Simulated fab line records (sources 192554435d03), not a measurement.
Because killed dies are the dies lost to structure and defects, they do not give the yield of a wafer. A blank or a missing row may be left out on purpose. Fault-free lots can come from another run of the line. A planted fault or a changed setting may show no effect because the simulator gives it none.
Split-lot trial    flow n5 finfet    21 wafers read across 7 lots, on a route 1938 steps long

## ON THE SPLIT
At N5_WELL_APT_EXPOSE_05 (exposes mask NWELL, defocus 0 nm, target cd 200 nm), the setting dose mj was moved away from the recipe's 20.3 on 7 of the 21 wafers read, by -4.8% to +7.2%. For the rest of the wafers, this setting stayed at what the recipe calls for.

## FROM THE SPLIT TO THE READING: what the file shows between them, 3 steps
- N5_WELL_APT_PEB_06: peb time 90 s (also split here: peb time s)
- N5_WELL_APT_DEVELOP_07: develop time 45 s
- N5_WELL_APT_HARDBAKE_12: time 120 s

## THE READING
cd nm, in nm, at N5_WELL_APT_CD_MEAS_08 (target cd 200 nm). Fault-free wafers of this fab line usually give 200.2 nm, standard deviation 2 nm.

wafer   tool, chamber at the split  dose mj as run  against the recipe  cd nm, nm  against lot-mates on the recipe
L074.1  krf scanner-01, 0           20.3            recipe              206.5      -
L074.3  krf scanner-01, 0           20.3            recipe              206.8      -
L074.6  krf scanner-01, 0           20.69           +1.9%               206.8      +0.2
L078.1  krf scanner-01, 0           20.3            recipe              201.0      -
L078.2  krf scanner-01, 0           19.4            -4.4%               194.8      -6.4
L078.5  krf scanner-01, 0           20.3            recipe              201.5      -
L081.1  krf scanner-01, 0           20.3            recipe              198.6      -
L081.2  krf scanner-01, 0           20.3            recipe              199.5      -
L081.5  krf scanner-01, 0           20.3            recipe              198.9      -
L088.1  krf scanner-02, 0           20.3            recipe              202.1      -
L088.3  krf scanner-02, 0           20.3            recipe              198.6      -
L088.6  krf scanner-02, 0           20.3            recipe              200.2      -
L090.1  krf scanner-01, 0           20.3            recipe              203.8      -
L090.2  krf scanner-01, 0           21.76           +7.2%               212.2      +8.4
L090.3  krf scanner-01, 0           21.76           +7.2%               217.3      +13.5
L096.1  krf scanner-02, 0           19.33           -4.8%               192.7      -8.7
L096.2  krf scanner-02, 0           20.3            recipe              203.4      -
L096.4  krf scanner-02, 0           20.3            recipe              199.4      -
L097.1  krf scanner-01, 0           20.3            recipe              202.3      -
L097.5  krf scanner-01, 0           21.18           +4.3%               207.8      +5.5
L097.6  krf scanner-01, 0           21.18           +4.3%               206.1      +3.8

FIT RESULTS
A straight line over all 21 wafers: cd nm changes by +1.7 nm for each +1% of dose mj; r = +0.89; the points scatter about the line by 2.6 nm.
The same after taking each lot's own level away (the mean of its wafers on the recipe; 21 wafers): +1.46 nm for each +1%; r = +0.95; scatter 1.5 nm.
The reading moves by 11 nm for the largest change in dose mj, on that fit.
Across the lots, their own levels run from 199.00 to 206.65 nm, a range of 3.8 times the standard deviation given above.
So the slope is not independent of the lot-to-lot level: the two fits are not the same.
Check: +10.9 nm against its lot-mates is what the line predicts for one of the wafers moved furthest among these (+7.2%) when that wafer is left out of the fit. It came out at +8.4 nm against them.

## FURTHER SPLITS ON THESE WAFERS
Before the reading, these wafers also passed through other splits. Each is held against what the fit with the lots' levels taken away leaves over:
other split on the same wafers  wafers away from the commonest value  r with cd nm (lot level and that fit taken away)
N5_WELL_APT_PEB_06 peb time s   9                                     +0.48

## THE WHOLE CHAIN: every reading that the file lists as answering this split, in the file's order
step                    what it does              reading                                                          change (the file's fit)               r (the file's)
N5_WELL_APT_CD_MEAS_08  target cd 200 nm          cd nm                                                            +1.45 nm for each +1% of the setting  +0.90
N5_WELL_APT_DESCUM_13   chemistry O2, time 7.9 s  WELL_APT.cd nm (the simulator's own value, which no gauge read)  +1.49 nm for each +1% of the setting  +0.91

## THE FILE'S OWN FIT
cd nm changes by +1.45 nm for each +1% of dose mj, r = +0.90.
